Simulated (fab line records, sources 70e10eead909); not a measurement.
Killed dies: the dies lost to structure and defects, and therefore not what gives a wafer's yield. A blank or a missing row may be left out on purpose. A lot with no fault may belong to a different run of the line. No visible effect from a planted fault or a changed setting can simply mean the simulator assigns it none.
A lot that was struck, set against a sound lot / flow nandHarc / 21 steps out of a route of 1159
Sound: the wafers L130.1, L130.3, L130.5. Struck: wafers L138.3, L138.4, L138.6. Last of all comes the cause.
For every step that has rows: the tool of each side, followed by ch and its chambers, followed by its first start. Under that, the readings that differ: sound wafers / struck wafers / difference of the means / sigmas: that difference in standard deviations of wafers without a fault.
alike: readings whose means differ by less than 2 such deviations, and words and numbers that are the same on both sides. not compared: withheld readings, readings that some wafer has no value for, bounds like >300 that may hide the same value, and numbers for which the record gives no deviation and whose values overlap.
A row with sigmas, a row that says differs or no value, or rows on one side alone: a step with any of these is where the two part. When numbers do not overlap yet have no deviation, they are printed without sigmas and do not part them. A reading that every wafer of one side lacks parts them only if that side has two wafers or more.

NHARC_A_BLC_CMP_25: polishes, t overpolish 30 s, target thk 150 nm.
  sound on cmp-03 ch 1,3, day 17 16:53; struck on cmp-01 ch 0,1,3, day 19 13:05
  alike: motorCurrentA, overpolishRunS, timeToEndpointS
following that, these wafers have no rows for 1 step: NHARC_A_BLC_SRD_27.
NHARC_A_BLC_INSPECT_28:
  sound on defectInspect-01, day 17 17:17; struck on defectInspect-01, day 19 13:29
  alike: rawDefectCount
then, 8 steps without rows for these wafers: NHARC_A_M0_DEP_00 (deposits SiOC, target thk 150 nm); NHARC_A_M0_DEHYDRATE_01 (time 120 s); NHARC_A_M0_HMDS_02 (time 30 s); NHARC_A_M0_COAT_33 (time 65 s); NHARC_A_M0_COAT_03 (resist thk 90 nm); NHARC_A_M0_SOFTBAKE_04 (time 55 s); NHARC_A_M0_EBR_05; NHARC_A_M0_EXPOSE_06 (exposes mask A M0, target cd 80 nm).
NHARC_A_M0_PEB_07: peb time 65 s.
  sound on lithoTrack-01 ch 0, day 17 18:07; struck on lithoTrack-06 ch 0, day 19 14:18
  alike: resistLineTempC
then, 1 step without rows for these wafers: NHARC_A_M0_DEVELOP_08 (develop time 35 s).
NHARC_A_M0_CD_MEAS_09: the cd target is 80 nm.
  sound on cdSem-03 ch 0, day 17 18:12; struck on cdSem-02 ch 0, day 19 14:23
reading=cdNm (nm); sound=80.8 80.4 79.8; struck=81.3 81.8 82.0; difference=+1.4; sigmas=+2
NHARC_A_M0_OVL_MEAS_10: pitch 160 nm.
  sound on overlay-01, day 17 18:17; struck on overlay-01, day 19 14:28
  alike: overlayXNm, overlayYNm
NHARC_A_M0_INSPECT_11:
  sound on defectInspect-02, day 17 18:20; struck on defectInspect-02, day 19 14:31
  alike: rawDefectCount
NHARC_A_M0_DESCUM_14: chemistry O2, time 3 s.
  sound on rieDiel-08 ch 0,1,2, day 17 18:24; struck on rieDiel-04 ch 1,2,3, day 19 14:35
reading=model.A_M0.cdNm (nm); sound=80.71 81.07 79.89; struck=81.54 81.78 82.17; difference=+1.27; sigmas=
  alike: drypumpMotorCurrentA, oesProductAu, rfVppV, showerheadPlenumPTorr, throttleValvePct
  not compared: rfHoursCounterH
NHARC_A_M0_ETCH_34: etches the open film in N2/H2, target depth 40 nm, overetch 12 nm, time 43.94 s.
  sound on rieDiel-08 ch 0,1,2, day 17 18:28; struck on rieDiel-04 ch 0,3, day 19 14:40
  alike: drypumpMotorCurrentA, oesProductAu, rfVppV, showerheadPlenumPTorr, throttleValvePct
  not compared: rfHoursCounterH
NHARC_A_M0_ETCH_15: etches the open film in C4F8/Ar, target depth 150 nm, overetch 15 nm, time 82.5 s.
  sound on rieDiel-08 ch 0,1,2; struck on rieDiel-04 ch 0,1,2
reading=model.A_M0.cdNm (nm); sound=80.39 80.85 79.48; struck=81.4 81.31 82.12; difference=+1.4; sigmas=
  alike: oesProductAu, rfVppV
  not compared: rfHoursCounterH
NHARC_A_M0_CD_MEAS_16:
  sound on cdSem-01, day 17 18:41; struck on cdSem-02, day 19 14:52
  alike: cdNm
NHARC_END_SORT_01:
  here the record holds rows for the struck wafers (prober-02 ch 0, day 21 12:05) but none for the sound ones

WHERE THEY PART
First at NHARC_A_M0_CD_MEAS_09; last, within this record, at NHARC_END_SORT_01.

WHY: what the simulator had put in
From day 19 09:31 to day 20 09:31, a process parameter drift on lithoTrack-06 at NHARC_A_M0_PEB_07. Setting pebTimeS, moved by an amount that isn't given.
